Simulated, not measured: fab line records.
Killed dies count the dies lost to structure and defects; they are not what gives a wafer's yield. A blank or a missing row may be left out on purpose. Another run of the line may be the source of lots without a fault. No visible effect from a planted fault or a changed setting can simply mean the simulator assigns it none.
Shared-tool check	flow n5_finfet	10 lots, 30 wafers sampled

REASON FOR OPENING
On 2 of the 10 lots, a flag is raised at N5_BEOL_M2_INSPECT_13 on the reading raw_defect_count. Wafers without a fault read 444, standard deviation 110.
Rule: flag the lot when none of its wafers has a number, or when each of its wafers that has one lies beyond 4 standard deviations from that mean. All remaining lots are regarded as sound.

lot	measured	on	raw_defect_count, wafer by wafer	flag
L233	day 6 17:22	defect_inspect-01	445 481 357	
L234	day 6 18:11	defect_inspect-01	461 459 425	
L241	day 8 13:06	defect_inspect-01	487 413 648	
L244	day 9 03:29	defect_inspect-01	466 349 438	
L247	day 9 22:10	defect_inspect-02	590 512 753	
L248	day 10 06:33	defect_inspect-02	335 296 282	
L249	day 10 11:37	defect_inspect-01	544 488 397	
L251	day 11 03:01	defect_inspect-01	296 358 242	
L254	day 12 01:12	defect_inspect-01	1440 1505 1343	FLAGGED
L255	day 12 01:55	defect_inspect-02	1389 1342 1271	FLAGGED
On average the flagged lots' numbers are 1382, which is +938 against the usual, or +9 standard deviations.

WHICH TOOL EACH LOT WENT THROUGH
Before the reading, the record contains 2 process steps out of a 1938-step route. Cell contents, in order: the tool; ch with the chambers the sampled wafers went through; the start.
lot	flag	N5_BEOL_M1_CO_CAP_55	N5_BEOL_M2_ILD_DEP_00
L233		cvd_co-01 ch 0,1,2, day 6 15:50	pecvd-03 ch 0,2, day 6 16:05
L234		cvd_co-01 ch 0,2, day 6 16:52	pecvd-02 ch 0,1,2, day 6 17:07
L241		cvd_co-02 ch 0,1, day 8 11:32	pecvd-02 ch 0,2, day 8 11:47
L244		cvd_co-01 ch 0,1,2, day 9 01:28	pecvd-02 ch 0,1,2, day 9 01:43
L247		cvd_co-02 ch 0,1,2, day 9 20:23	pecvd-03 ch 0,2, day 9 20:40
L248		cvd_co-02 ch 0,1,2, day 10 04:19	pecvd-02 ch 0,1,2, day 10 04:34
L249		cvd_co-02 ch 0,1, day 10 06:05	pecvd-02 ch 0,2, day 10 06:19
L251		cvd_co-01 ch 0,1,2, day 11 00:04	pecvd-02 ch 0,1,2, day 11 00:19
L254	FLAGGED	cvd_co-02 ch 0,1, day 11 22:19	pecvd-02 ch 0,1, day 11 22:36
L255	FLAGGED	cvd_co-02 ch 0,1, day 12 00:59	pecvd-02 ch 1,2, day 12 01:16
What is done by these steps:
- N5_BEOL_M1_CO_CAP_55: material Co, precursor CCTBA/H2, target thk 2 nm, time 102.1 s.
- N5_BEOL_M2_ILD_DEP_00: deposits SiOC from DEMS/O2, target thk 79 nm, time 15.3 s.
- N5_BEOL_M2_INSPECT_13: inspects for defects (brightfield).

FLAGGED AGAINST TOTAL, ONE TOOL AT A TIME (gauges that did the reading follow at the end)
step	tool	lots run	flagged	share of the flagged lots	sound lots run after its first flagged lot
N5_BEOL_M1_CO_CAP_55	cvd_co-01	4	0	none	-
N5_BEOL_M1_CO_CAP_55	cvd_co-02	6	2	all	0
N5_BEOL_M2_ILD_DEP_00	pecvd-02	8	2	all	0
N5_BEOL_M2_ILD_DEP_00	pecvd-03	2	0	none	-
N5_BEOL_M2_INSPECT_13	defect_inspect-01	7	1	some	0
N5_BEOL_M2_INSPECT_13	defect_inspect-02	3	1	some	0

WHAT THE TABLE PERMITS
Table rows that saw every flagged lot: 2, namely cvd_co-02 at N5_BEOL_M1_CO_CAP_55 and pecvd-02 at N5_BEOL_M2_ILD_DEP_00.
- cvd_co-02 at N5_BEOL_M1_CO_CAP_55: 2 of its 6 lots flagged. A fault beginning between L249 (day 10 06:05), its last sound lot, and L254 (day 11 22:19), its first flagged one, fits the data.
- pecvd-02 at N5_BEOL_M2_ILD_DEP_00: 2 of its 8 lots flagged. A fault beginning between L251 (day 11 00:19), its last sound lot, and L254 (day 11 22:36), its first flagged one, fits the data.
A lot count leaves these 2 tools indistinguishable: every one of them fits a fault beginning at some hour. More lots, or a look at what each step does to the wafer, might.

WHAT WAS PUT IN BY THE SIMULATOR
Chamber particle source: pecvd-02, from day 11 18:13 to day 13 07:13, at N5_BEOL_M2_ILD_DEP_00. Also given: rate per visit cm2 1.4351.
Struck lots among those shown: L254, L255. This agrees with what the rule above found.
